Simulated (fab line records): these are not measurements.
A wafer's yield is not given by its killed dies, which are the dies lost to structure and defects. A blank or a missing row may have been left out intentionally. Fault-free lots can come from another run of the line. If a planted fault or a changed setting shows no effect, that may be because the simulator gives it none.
Which of the tools did it? | flow nandHarc | 15 lots with 45 wafers sampled at 4 steps, on a route of 1159 steps

== WHAT THE GAUGES READ, wafer by wafer ==
NHARC_P_M0_CD_MEAS_09: target cd 90 nm.
lot  | measured     | on       | cdNm (nm)
L639 | day 6 08:56  | cdSem-02 | 89.6 89.8 90.0
L640 | day 6 09:44  | cdSem-01 | 89.9 90.5 89.4
L643 | day 7 00:00  | cdSem-01 | 92.2 90.0 90.9
L642 | day 7 00:04  | cdSem-01 | 91.7 91.9 91.7
L645 | day 7 14:28  | cdSem-01 | 91.2 89.3 91.4
L646 | day 7 15:19  | cdSem-02 | 89.3 89.8 89.9
L647 | day 8 00:53  | cdSem-03 | 90.0 89.3 89.6
L651 | day 8 21:46  | cdSem-03 | 91.5 91.0 90.3
L650 | day 8 22:29  | cdSem-03 | 90.1 89.6 89.7
L649 | day 8 22:54  | cdSem-01 | 90.0 88.8 89.8
L653 | day 9 15:19  | cdSem-03 | 89.6 91.2 89.6
L654 | day 9 22:08  | cdSem-01 | 67.7 65.8 65.9
L658 | day 10 22:13 | cdSem-03 | 71.3 71.3 72.1
L660 | day 11 05:15 | cdSem-01 | 75.5 75.8 75.3
L661 | day 11 05:56 | cdSem-03 | 91.6 90.6 89.9

== WHICH TOOL RAN EACH LOT (tool, then ch and the chambers of the sampled wafers, then the start) ==
lot  | NHARC_P_CONTACT_ETCH_18                      | NHARC_P_CONTACT_ALD_22             | NHARC_P_M0_EXPOSE_06
L639 | rieDiel-06 ch 0,2,3, day 6 00:14 or earlier  | aldMetal-04 ch 1,3, day 6 00:14    | arfiScanner-03 ch 0, day 6 08:48
L640 | rieDiel-02 ch 1,2,3, day 6 00:28 or earlier  | aldMetal-03 ch 0,1,3, day 6 00:28  | arfiScanner-01 ch 0, day 6 09:35
L643 | rieDiel-04 ch 0,1, day 6 14:47 or earlier    | aldMetal-02 ch 0,1,3, day 6 14:47  | arfiScanner-01 ch 0, day 6 23:52
L642 | rieDiel-02 ch 0,2,3, day 6 15:22 or earlier  | aldMetal-04 ch 1,2,3, day 6 15:22  | arfiScanner-01 ch 0, day 6 23:55
L645 | rieDiel-04 ch 1,2,3, day 7 11:19 or earlier  | aldMetal-02 ch 1,2, day 7 11:19    | arfiScanner-03 ch 0, day 7 14:20
L646 | rieDiel-06 ch 0,2,3, day 7 12:49 or earlier  | aldMetal-04 ch 0,3, day 7 12:49    | arfiScanner-03 ch 0, day 7 15:11
L647 | rieDiel-04 ch 0,2,3, day 7 22:53 or earlier  | aldMetal-03 ch 0,1,3, day 7 22:53  | arfiScanner-03 ch 0, day 8 00:44
L651 | rieDiel-06 ch 0,1,3, day 8 19:41 or earlier  | aldMetal-03 ch 1,2,3, day 8 19:41  | arfiScanner-01 ch 0, day 8 21:38
L650 | rieDiel-04 ch 0,2, day 8 20:12 or earlier    | aldMetal-04 ch 0,1,2, day 8 20:12  | arfiScanner-02 ch 0, day 8 22:20
L649 | rieDiel-02 ch 1,2, day 8 20:32 or earlier    | aldMetal-03 ch 0,1,3, day 8 20:32  | arfiScanner-03 ch 0, day 8 22:46
L653 | rieDiel-02 ch 2,3, day 9 07:08 or earlier    | aldMetal-04 ch 1,2,3, day 9 07:08  | arfiScanner-03 ch 0, day 9 15:10
L654 | rieDiel-04 ch 0,1,2, day 9 14:56 or earlier  | aldMetal-03 ch 0,2, day 9 14:56    | arfiScanner-02 ch 0, day 9 22:00
L658 | rieDiel-04 ch 0,1, day 10 18:05 or earlier   | aldMetal-02 ch 1,2,3, day 10 18:05 | arfiScanner-02 ch 0, day 10 22:04
L660 | rieDiel-04 ch 0,1,2, day 11 03:07 or earlier | aldMetal-04 ch 0,2,3, day 11 03:07 | arfiScanner-02 ch 0, day 11 05:06
L661 | rieDiel-02 ch 1,3, day 11 03:38 or earlier   | aldMetal-02 ch 0,1,2, day 11 03:38 | arfiScanner-03 ch 0, day 11 05:47
- NHARC_P_CONTACT_ETCH_18: etches the open film in C4F8/O2/Ar, target depth 481 nm, time 240.5 s.
- NHARC_P_CONTACT_ALD_22: deposits TiN, target thk 3 nm, pulse time 1 s, ald cycles 150.
- NHARC_P_M0_EXPOSE_06: exposes mask P M0, target cd 90 nm.

== WHAT THE TOOLS THEMSELVES READ (means of the sampled wafers that have a number; where no wafer has one, the mark that the record gives instead) ==
NHARC_P_CONTACT_ETCH_18.
lot  | tool       | oesProductAu (a.u.) | rfVppV (V)
L639 | rieDiel-06 | 0.957               | 985
L640 | rieDiel-02 | 0.969               | 984
L643 | rieDiel-04 | 0.957               | 977
L642 | rieDiel-02 | 0.957               | 980
L645 | rieDiel-04 | 0.955               | 980
L646 | rieDiel-06 | 0.966               | 984
L647 | rieDiel-04 | 0.966               | 982
L651 | rieDiel-06 | 0.947               | 980
L650 | rieDiel-04 | 0.953               | 982
L649 | rieDiel-02 | 0.940               | 983
L653 | rieDiel-02 | 0.958               | 986
L654 | rieDiel-04 | 0.961               | 979
L658 | rieDiel-04 | 0.956               | 980
L660 | rieDiel-04 | 0.955               | 979
L661 | rieDiel-02 | 0.945               | 986

NHARC_P_CONTACT_ALD_22.
lot  | tool        | heaterPowerW (W) | precursorPulseHeightRel
L639 | aldMetal-04 | 1073             | 1.022
L640 | aldMetal-03 | 1033             | 1.005
L643 | aldMetal-02 | 1006             | 1.005
L642 | aldMetal-04 | 1048             | 1.029
L645 | aldMetal-02 | 1037             | 1.009
L646 | aldMetal-04 | 1098             | 0.977
L647 | aldMetal-03 | 1057             | 0.991
L651 | aldMetal-03 | 1069             | 1.002
L650 | aldMetal-04 | 1074             | 0.984
L649 | aldMetal-03 | 1072             | 1.009
L653 | aldMetal-04 | 1055             | 0.979
L654 | aldMetal-03 | 1069             | 1.012
L658 | aldMetal-02 | 1045             | 1.002
L660 | aldMetal-04 | 1071             | 0.993
L661 | aldMetal-02 | 990              | 0.998

NHARC_P_M0_EXPOSE_06.
lot  | tool           | exposureDoseMJCm2
L639 | arfiScanner-03 | 81.29
L640 | arfiScanner-01 | 81.32
L643 | arfiScanner-01 | 81.22
L642 | arfiScanner-01 | 81.20
L645 | arfiScanner-03 | 81.19
L646 | arfiScanner-03 | 81.27
L647 | arfiScanner-03 | 81.20
L651 | arfiScanner-01 | 81.12
L650 | arfiScanner-02 | 81.20
L649 | arfiScanner-03 | 81.29
L653 | arfiScanner-03 | 81.41
L654 | arfiScanner-02 | 55.59
L658 | arfiScanner-02 | 60.69
L660 | arfiScanner-02 | 63.76
L661 | arfiScanner-03 | 81.19

== THE ANSWER, worked out from the rows above alone ==
Rule: what is usual is taken from the lots themselves. The widest of any qualifying gaps counts: lots, ordered by their means at a reading, are off when they make up no more than a third of the lots, leave a main group of 4 or more, and stand apart from it by 3 or more times the standard deviation of that group's means. If all means in a main group match to the digits the tables above print for the reading, that group is not used. Also off: a lot with no number at a reading for which 4 or more lots have one. The other lots that the step has rows for count as sound. Order of review: gauges by route order, followed by the tools' own readings, for which a lot's mean as printed above is used. At the first step where some lot is off, the reading lying furthest off is the one used; lots without a number count as furthest.
Off at NHARC_P_M0_CD_MEAS_09 (cdNm): L654, L658, L660. Mean 90.3 nm and standard deviation 0.67 in the main group.
If a tool, at a process step before that reading, ran all the lots that are off and no sound lot after the first of them, it fits. The gauges at NHARC_P_M0_CD_MEAS_09 aren't tried: what is off there is off at NHARC_P_M0_EXPOSE_06 too, on other tools, and a gauge's error can't cause that. With no start given for some of its lots, NHARC_P_CONTACT_ETCH_18 uses the hours and lot order of NHARC_P_CONTACT_ALD_22. 2 tools fit, rieDiel-04 at NHARC_P_CONTACT_ETCH_18 and arfiScanner-02 at NHARC_P_M0_EXPOSE_06, so this cannot tell which one it is.

== WHAT HAD BEEN PUT IN BY THE SIMULATOR ==
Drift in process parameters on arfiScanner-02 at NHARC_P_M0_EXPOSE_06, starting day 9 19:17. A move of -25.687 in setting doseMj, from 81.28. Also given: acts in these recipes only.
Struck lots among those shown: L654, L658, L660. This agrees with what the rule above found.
